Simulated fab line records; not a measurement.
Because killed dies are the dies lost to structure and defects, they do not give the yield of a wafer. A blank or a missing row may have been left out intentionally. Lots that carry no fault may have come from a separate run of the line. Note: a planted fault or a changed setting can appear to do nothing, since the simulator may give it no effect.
fab line records | flow nandHarc
record: lots: 12 wafers: 36 lastDay: 34
route steps=1302 shown A_CONTACT@997 END@1302
lots untouched by any fault: they come from a run of this same line in which no faults occurred
startH: hours from the record's opening day to when the first of the lot's shown wafers began | waitH: time in hours since the lot's previous step | " same as the row above | L1.1+2: several wafers, shown together as one row | - no value present, or no start provided | * or withheld: withheld | < > ~ a bound
route shown NAME@n: names a module that has steps shown in the file, with the first one's number in the route | usual: mean/standard deviation of fault-free wafers | same: alike in all rows | chamber/n: place in a boat | sites: the reading at each site | _std_site: standard deviation of those values | _edge_site: the outer-site mean with the inner-site mean subtracted | radiusMm: how far each site lies from the wafer's centre | mask NAME#n: copy n | behind: tool/chamber where the wafer was last shaped | hold: what put the lot on hold/how long, in hours/how the hold closed | device: names the non-switching transistor (n, p or np) | end of line: the tests these same wafers got at the end of their route | a step with no rows: only its recipe | killed: the dies lost at the first sort to structure and to defects; this is not the yield of the wafer | map: the dies of a wafer, with x for killed, . for not killed, _ for no die there
set.NAME: the setting that was run; set.NAME@STEP: the one run at that earlier step | model.NAME: the simulator's own value behind a step, which no gauge read
route steps across a sampled set of lots; one table per step, one row per wafer
services: when a tool's chamber went out of use (startH, in hours from the record's first day, below 0 if earlier), for how many hours, and the reason
== steps ==
step: NHARC_A_CONTACT_CD_MEAS_42
recipe: targetCdNm: 300 landingEnergyEv: 500
usual: cdNm: 300.2/0.46
columns lot.wafer tool chamber startH waitH cdNm
L947.1 cdSem-01 0 502.86 - 300.1
L947.2 " 0 " " 299.5
L947.4 " 0 " " 299.7
L950.2 cdSem-01 0 517.68 - 300.0
L950.3 " 0 " " 300.6
L950.6 " 0 " " 300.1
L951.1 cdSem-03 0 529.04 - 300.4
L951.3 " 0 " " 300.2
L951.6 " 0 " " 300.5
L952.2 cdSem-03 0 550.74 - 299.5
L952.3 " 0 " " 299.6
L952.5 " 0 " " 300.0
L957.1 cdSem-02 0 601.27 - 301.0
L957.3 " 0 " " 300.8
L957.6 " 0 " " 300.5
L959.3 cdSem-03 0 629.38 - 299.8
L959.4 " 0 " " 300.4
L959.6 " 0 " " 299.7
L960.3 cdSem-03 0 631.33 - 300.0
L960.5 " 0 " " 299.0
L960.6 " 0 " " 300.7
L963.1 cdSem-01 0 643.28 - 300.4
L963.2 " 0 " " 300.6
L963.3 " 0 " " 300.8
L961.3 cdSem-03 0 647.43 - 299.4
L961.4 " 0 " " 300.0
L961.6 " 0 " " 300.1
L967.4 cdSem-01 0 698.31 - 300.6
L967.5 " 0 " " 300.1
L967.6 " 0 " " 300.5
L969.2 cdSem-03 0 721.55 - 300.0
L969.3 " 0 " " 299.7
L969.5 " 0 " " 300.4
L968.2 cdSem-01 0 733.65 - 300.2
L968.3 " 0 " " 300.1
L968.6 " 0 " " 300.5
step: NHARC_A_CONTACT_ETCH_51
recipe: targetDepthA: 70000 overEtchFrac: 0.3 timeS: 1820 ionEnergyEv: 150 o2FlowSccm: 400 cosFlowSccm: 20 arFlowSccm: 0 rfW: 500 biasW: 300 chemistry: O2/COS
usual: biasW: 300.0/0.9 drypumpMotorCurrentA: 5.9/0.33 oesProductAu: 1.002/0.0082 rfFwdPowerW: 499.9/1.5 rfVppV: 315.2/2 showerheadPlenumPTorr: 3.20/0.13 throttleValvePct: 28.330/0.0094
columns lot.wafer tool chamber startH waitH biasW drypumpMotorCurrentA oesProductAu rfFwdPowerW rfHoursCounterH rfVppV showerheadPlenumPTorr throttleValvePct
L947.2 rieDiel-11 1 503.66 - 300.9 5.8 0.990 499.0 18 315.0 3.22 28.333
L947.4 " 3 " " 300.0 5.8 0.992 501.7 17 317.9 3.36 28.336
L947.1 " 0 " " 300.6 6.5 0.991 500.4 18 312.3 3.07 28.324
L950.3 rieDiel-07 3 518.67 - 300.2 6.3 1.000 502.1 7 316.2 3.20 28.332
L950.2 " 0 " " 299.7 6.2 1.009 498.6 7 316.5 3.25 28.324
L950.6 " 2 " " 300.5 6.1 1.014 497.0 - 317.2 3.35 28.347
L951.1 rieDiel-11 1 529.84 - 298.7 5.8 0.989 500.5 29 314.6 3.21 28.319
L951.3 " 2 " " 299.8 5.5 0.991 501.5 28 310.7 2.90 28.350
L951.6 " 2 " " 300.9 5.6 1.007 499.0 - 310.6 2.90 28.327
L952.3 rieDiel-07 0 551.61 - 300.3 6.2 1.003 500.0 13 316.0 3.24 28.322
L952.2 " 2 " " 300.2 6.1 1.010 498.1 14 316.9 3.35 28.339
L952.5 " 0 " " 300.3 6.2 0.998 498.2 - 316.7 3.24 28.333
L957.1 rieDiel-07 3 602.07 - 301.6 6.3 1.007 499.5 22 316.2 3.19 28.318
L957.3 " 1 " " 300.5 5.9 0.833 501.7 22 315.6 3.24 28.326
L957.6 " 0 " " 299.0 6.2 0.992 500.2 - 315.8 3.24 28.342
L959.3 rieDiel-07 2 630.30 - 300.2 6.1 0.829 500.5 25 317.2 3.34 28.340
L959.4 " 0 " " 300.1 6.1 1.007 498.2 28 316.0 3.24 28.331
L959.6 " 2 " " 300.5 6.1 1.006 500.5 - 317.8 3.34 28.331
L960.3 rieDiel-07 3 632.16 - 298.8 6.3 0.835 497.8 29 315.6 3.18 28.313
L960.5 " 3 " " 297.9 6.3 0.839 501.9 - 314.9 3.18 28.337
L960.6 " 0 " " 301.0 6.2 1.004 501.4 - 317.4 3.23 28.310
L963.2 rieDiel-04 3 644.08 - 299.9 6.3 1.008 499.3 33 313.3 3.06 28.333
L963.3 " 1 " " 299.6 5.4 0.997 499.1 35 317.3 3.29 28.338
L963.1 " 2 " " 299.5 5.7 1.002 497.6 34 314.4 3.09 28.324
L961.4 rieDiel-11 0 648.35 - 299.6 6.4 0.989 502.5 6 314.0 3.05 28.318
L961.3 " 2 " " 299.7 5.6 1.004 500.9 9 318.0 3.37 28.332
L961.6 " 0 " " 299.6 6.4 0.996 502.3 - 313.3 3.05 28.339
L967.4 rieDiel-11 3 699.23 - 298.1 5.9 1.003 499.4 26 317.0 3.33 28.338
L967.6 " 2 " " 301.2 5.5 1.009 501.2 - 317.1 3.36 28.334
L967.5 " 3 " " 299.2 5.8 1.000 501.3 - 316.7 3.33 28.324
L969.2 rieDiel-11 1 722.36 - 300.2 5.8 0.986 500.6 39 314.7 3.18 28.325
L969.3 " 2 " " 298.5 5.5 0.994 501.5 42 318.8 3.35 28.343
L969.5 " 2 " " 297.7 5.5 0.993 501.1 - 317.5 3.35 28.318
L968.3 rieDiel-07 1 734.61 - 300.2 5.9 0.984 498.0 11 315.5 3.23 28.334
L968.2 " 3 " " 301.6 6.3 1.002 499.7 12 315.2 3.18 28.325
L968.6 " 2 " " 300.7 6.0 0.996 502.6 - 316.2 3.33 28.322
step: NHARC_A_CONTACT_ETCH_112
recipe: sourceW: withheld pressureMtorr: 20 biasV: 3000 timeS: 190 targetDepthA: 18500 arFlowSccm: withheld c4f8FlowSccm: withheld o2FlowSccm: withheld chemistry: C4F8/O2/Ar
usual: oesAirLineAu: 0.992/0.021
columns lot.wafer tool chamber startH waitH oesAirLineAu rfHoursCounterH
L947.2 harCapEtch-03 0 505.08 0.2 1.044 39
L947.1 " 1 " " 0.993 39
L947.4 " 1 " " 0.988 -
L950.2 harCapEtch-01 0 519.95 0.2 1.025 2
L950.3 " 0 " " 1.003 -
L950.6 " 1 " " 0.995 -
L951.1 harCapEtch-03 0 531.30 0.2 1.016 46
L951.3 " 0 " " 1.007 -
L951.6 " 1 " " 0.980 -
L952.2 harCapEtch-01 1 553.01 0.2 1.001 7
L952.3 " 1 " " 0.997 -
L952.5 " 0 " " 1.009 -
L957.1 harCapEtch-02 1 603.51 0.2 0.985 103
L957.3 " 1 " " 0.987 -
L957.6 " 1 " " 0.977 -
L959.3 harCapEtch-03 1 631.63 0.2 1.012 -
L959.4 " 0 " " 0.991 -
L959.6 " 0 " " 0.995 -
L960.3 harCapEtch-01 0 633.62 0.2 0.983 -
L960.5 " 0 " " 0.985 -
L960.6 " 1 " " 0.996 -
L963.1 harCapEtch-02 1 645.50 0.2 1.003 111
L963.2 " 0 " " 0.961 111
L963.3 " 1 " " 1.027 -
L961.4 harCapEtch-01 0 649.69 0.2 0.989 -
L961.3 " 1 " " 1.001 -
L961.6 " 0 " " 1.014 -
L967.4 harCapEtch-02 0 700.57 0.2 0.989 -
L967.5 " 0 " " 1.019 -
L967.6 " 1 " " 0.964 -
L969.2 harCapEtch-01 1 723.77 0.2 0.980 37
L969.3 " 1 " " 0.983 -
L969.5 " 0 " " 0.957 -
L968.2 harCapEtch-01 1 736.02 0.2 1.002 39
L968.3 " 1 " " 1.008 -
L968.6 " 0 " " 0.991 -
step: NHARC_A_CONTACT_ETCH_119
recipe: sourceW: withheld pressureMtorr: 20 biasV: 3000 timeS: 190 targetDepthA: 18500 arFlowSccm: withheld c4f8FlowSccm: withheld o2FlowSccm: withheld chemistry: C4F8/O2/Ar
usual: oesAirLineAu: 1.000/0.021
columns lot.wafer tool chamber startH waitH oesAirLineAu rfHoursCounterH
L947.2 harCapEtch-03 0 506.27 0.1 1.012 40
L947.1 " 1 " " 1.001 40
L947.4 " 1 " " 1.046 -
L950.2 harCapEtch-01 0 521.14 0.1 1.011 3
L950.3 " 0 " " 1.010 -
L950.6 " 1 " " 0.966 -
L951.1 harCapEtch-03 0 532.49 0.1 0.996 48
L951.3 " 0 " " 0.999 -
L951.6 " 1 " " 1.013 -
L952.2 harCapEtch-01 1 554.20 0.1 0.982 8
L952.3 " 1 " " 0.956 -
L952.5 " 0 " " 1.047 -
L957.1 harCapEtch-02 1 604.70 0.1 0.979 104
L957.3 " 1 " " 0.992 -
L957.6 " 1 " " 0.998 -
L959.3 harCapEtch-03 1 632.83 0.1 0.979 -
L959.4 " 0 " " 0.984 -
L959.6 " 0 " " 0.977 -
L960.3 harCapEtch-01 0 634.82 0.1 1.000 -
L960.5 " 0 " " 1.001 -
L960.6 " 1 " " 1.025 -
L963.1 harCapEtch-02 1 646.69 0.1 0.979 112
L963.2 " 0 " " 0.988 112
L963.3 " 1 " " 0.965 -
L961.4 harCapEtch-01 0 650.88 0.1 0.980 -
L961.3 " 1 " " 0.988 -
L961.6 " 0 " " 1.035 -
L967.4 harCapEtch-02 0 701.76 0.1 0.996 -
L967.5 " 0 " " 1.009 -
L967.6 " 1 " " 0.948 -
L969.2 harCapEtch-01 1 724.97 0.1 0.989 38
L969.3 " 1 " " 0.978 -
L969.5 " 0 " " 0.989 -
L968.2 harCapEtch-01 1 737.22 0.1 0.989 40
L968.3 " 1 " " 1.013 -
L968.6 " 0 " " 1.002 -
step: NHARC_END_SORT_01
recipe: tempC: 25
usual: killedAtArray: 64/16 killedAtOther: 1.0/1.1 killedAtPeriphery: 3.5/2.3 killedDies: 69/17 killedOpen: 3.2/1.6 killedShort: 2.4/1.6
same: grossDies: 677
columns lot.wafer tool chamber startH waitH killedAtArray killedAtOther killedAtPeriphery killedDies killedOpen killedShort
L957.1 prober-01 0 674.37 2.5 47 1 3 51 6 1
L957.3 prober-01 0 675.99 3.1 663 1 2 666 3 4
L957.6 prober-01 0 678.41 4.0 49 2 0 51 4 3
L959.3 prober-02 0 700.84 3.1 675 1 0 676 1 1
L959.4 prober-02 0 701.63 3.4 88 0 2 90 5 1
L959.6 prober-02 0 703.21 3.9 68 1 3 72 2 3
L960.3 prober-02 0 708.60 3.1 666 1 9 676 3 2
L960.5 prober-02 0 710.18 3.7 668 0 8 676 4 3
L960.6 prober-02 0 710.97 4.0 48 0 10 58 5 4
L963.1 prober-01 0 711.31 2.5 96 1 5 102 6 2
L963.2 prober-01 0 712.10 2.8 101 0 4 105 2 0
L963.3 prober-01 0 712.89 3.1 98 1 3 102 2 0
killed by level:class
L957.1 A_SLIT:chamberFilmFlake=33 A_CHANNEL_HOLE_D1:chamberFilmFlake=6 A_CONTACT:chamberFilmFlake=2 P_M0:geometricParticle:open=1 A_ONON_D1:geometricParticle:open=1 A_CHANNEL_HOLE_D1:geometricParticle:open=1 A_CHANNEL_FILL_D1:geometricParticle:open=1 A_WL_FILL:geometricParticle:open=1
L957.3 A_CONTACT:areaEtch=610 A_SLIT:chamberFilmFlake=34 A_CHANNEL_HOLE_D1:chamberFilmFlake=8 A_CONTACT:chamberFilmFlake=4 P_M0:geometricParticle:short=1 P_M2:geometricParticle:open=1 A_CHANNEL_FILL_D1:geometricParticle:open=1 A_CHANNEL_FILL_D1:geometricParticle:short=1
L957.6 A_SLIT:chamberFilmFlake=27 A_CHANNEL_HOLE_D1:chamberFilmFlake=8 A_CONTACT:chamberFilmFlake=4 A_ONON_D1:geometricParticle:open=2 A_CHANNEL_FILL_D1:geometricParticle:short=2 THIN_TSV:chamberFilmFlake=2 A_CHANNEL_HOLE_D1:geometricParticle:short=1 A_CHANNEL_FILL_D2:geometricParticle:open=1
L959.3 A_CONTACT:areaEtch=596 A_CHANNEL_HOLE_D1:chamberFilmFlake=37 A_SLIT:chamberFilmFlake=31 A_CONTACT:chamberFilmFlake=3 A_CHANNEL_FILL_D1:chamberFilmFlake=2 A_WL_FILL:chamberFilmFlake=2 A_ONON_D1:geometricParticle:short=1 A_CHANNEL_HOLE_D1:geometricParticle:open=1
L959.4 A_CHANNEL_HOLE_D1:chamberFilmFlake=39 A_SLIT:chamberFilmFlake=31 A_CHANNEL_HOLE_D2:chamberFilmFlake=6 A_CHANNEL_FILL_D1:geometricParticle:open=3 A_CONTACT:chamberFilmFlake=3 A_CHANNEL_FILL_D1:chamberFilmFlake=2 P_CONTACT:geometricParticle:open=1 A_SLIT:geometricParticle:open=1
L959.6 A_CHANNEL_HOLE_D1:chamberFilmFlake=24 A_SLIT:chamberFilmFlake=24 A_WL_FILL:chamberFilmFlake=5 A_CHANNEL_HOLE_D2:chamberFilmFlake=4 A_DECK1_JOINT:geometricParticle:open=2 P_GATE:chamberFilmFlake=2 A_STAIRCASE:chamberFilmFlake=2 A_CONTACT:chamberFilmFlake=2
L960.3 A_CONTACT:areaEtch=619 A_CHANNEL_HOLE_D2:chamberFilmFlake=20 A_CHANNEL_HOLE_D1:chamberFilmFlake=13 A_SLIT:chamberFilmFlake=6 P_M0:chamberFilmFlake=4 P_BONDPAD:chamberFilmFlake=2 A_STAIRCASE:chamberFilmFlake=2 P_STI:geometricParticle:open=1
L960.5 A_CONTACT:areaEtch=628 A_CHANNEL_HOLE_D2:chamberFilmFlake=18 A_CHANNEL_HOLE_D1:chamberFilmFlake=9 A_STAIRCASE:chamberFilmFlake=4 A_SLIT:chamberFilmFlake=3 P_GATE:geometricParticle:open=2 P_M0:chamberFilmFlake=2 P_BONDPAD:chamberFilmFlake=2
L960.6 A_CHANNEL_HOLE_D2:chamberFilmFlake=22 A_CHANNEL_HOLE_D1:chamberFilmFlake=10 P_BONDPAD:chamberFilmFlake=5 A_STAIRCASE:chamberFilmFlake=4 A_WL_FILL:geometricParticle:open=3 P_M0:chamberFilmFlake=3 A_SLIT:chamberFilmFlake=2 A_CONTACT:chamberFilmFlake=2
L963.1 A_SLIT:chamberFilmFlake=39 A_CHANNEL_HOLE_D1:chamberFilmFlake=32 A_CONTACT:chamberFilmFlake=9 A_CHANNEL_HOLE_D2:chamberFilmFlake=4 A_ZERO_WELL:chamberFilmFlake=3 A_CHANNEL_FILL_D1:chamberFilmFlake=2 A_STAIRCASE:chamberFilmFlake=2 P_GATE:geometricParticle:short=1
L963.2 A_SLIT:chamberFilmFlake=38 A_CHANNEL_HOLE_D1:chamberFilmFlake=31 A_CONTACT:chamberFilmFlake=17 A_CHANNEL_HOLE_D2:chamberFilmFlake=7 P_M2:chamberFilmFlake=3 A_ONON_D2:geometricParticle:open=2 A_CHANNEL_FILL_D1:chamberFilmFlake=2 A_WL_FILL:chamberFilmFlake=2
L963.3 A_CHANNEL_HOLE_D1:chamberFilmFlake=36 A_SLIT:chamberFilmFlake=34 A_CONTACT:chamberFilmFlake=13 A_CHANNEL_FILL_D1:chamberFilmFlake=4 A_CHANNEL_HOLE_D2:chamberFilmFlake=4 P_M2:chamberFilmFlake=3 A_CHANNEL_FILL_D2:chamberFilmFlake=2 A_WL_FILL:chamberFilmFlake=2
== services ==
columns tool chamber startH hours kind
rieDiel-07 0 480.20 - clean
rieDiel-07 1 480.20 - clean
rieDiel-07 2 480.20 - clean
rieDiel-07 3 480.20 - clean
harCapEtch-01 - 497.00 17.0 pm
harCapEtch-01 0 497.00 17.0 ventCycle
harCapEtch-01 1 497.00 17.0 ventCycle
rieDiel-07 0 504.70 - clean
rieDiel-07 1 504.70 - clean
rieDiel-07 2 504.70 - clean
rieDiel-07 3 504.70 - clean
harCapEtch-01 0 514.00 - clean
harCapEtch-01 1 514.00 - clean
rieDiel-04 0 518.99 65.0 repair
rieDiel-04 - 533.58 9.0 pm
harCapEtch-02 - 551.44 0.2 repair
rieDiel-07 2 563.04 10.5 repair
rieDiel-11 - 609.92 9.0 pm
rieDiel-04 - 617.11 0.4 repair
rieDiel-07 - 648.20 9.0 pm
rieDiel-04 1 661.86 9.7 repair
rieDiel-07 0 670.15 9.9 repair
rieDiel-04 3 678.08 5.6 repair
rieDiel-04 - 710.58 9.0 pm
== key ==
firstSign: step: NHARC_A_CONTACT_ETCH_51 reading: oesProductAu direction: down sigmas: 21 usual: 1.002 struck: 0.834
effect: step: NHARC_END_SORT_01 reading: killedAtArray direction: up sigmas: 37 usual: 64 struck: 668
moreKillsBornAt: NHARC_A_CONTACT_ETCH_51@rieDiel-07: 2453
metAt NHARC_A_CONTACT_ETCH_51
struckLots L957,L959,L960
struckWafers L957.3,L959.3,L960.3,L960.5
laterRowsLeftOut L957.3,L959.3,L960.3,L960.5
testerLeftOut L957,L959,L960
notActingAt NHARC_A_CONTACT_CD_MEAS_42,NHARC_A_CONTACT_ETCH_112,NHARC_A_CONTACT_ETCH_119
onsetBetween 551.61 602.07
fault: kind: processParameterDrift tool: rieDiel-07 chamber: - onsetH: 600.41 steps: NHARC_A_CONTACT_ETCH_51 channel: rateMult offset: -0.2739 shape: step endH: 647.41 scope: struckWafersOnly
testerLeftOut: of these lots the tester's yield and bins aren't shown, on N5 and GAA mostly nor the transistor test; their killed dies are dies lost to structure and defects alone, not to doping, threshold or leakage, so they don't give the yield
laterRowsLeftOut: the simulator's readings of these wafers behind a module that went badly wrong aren't trusted and aren't shown, but for the sort
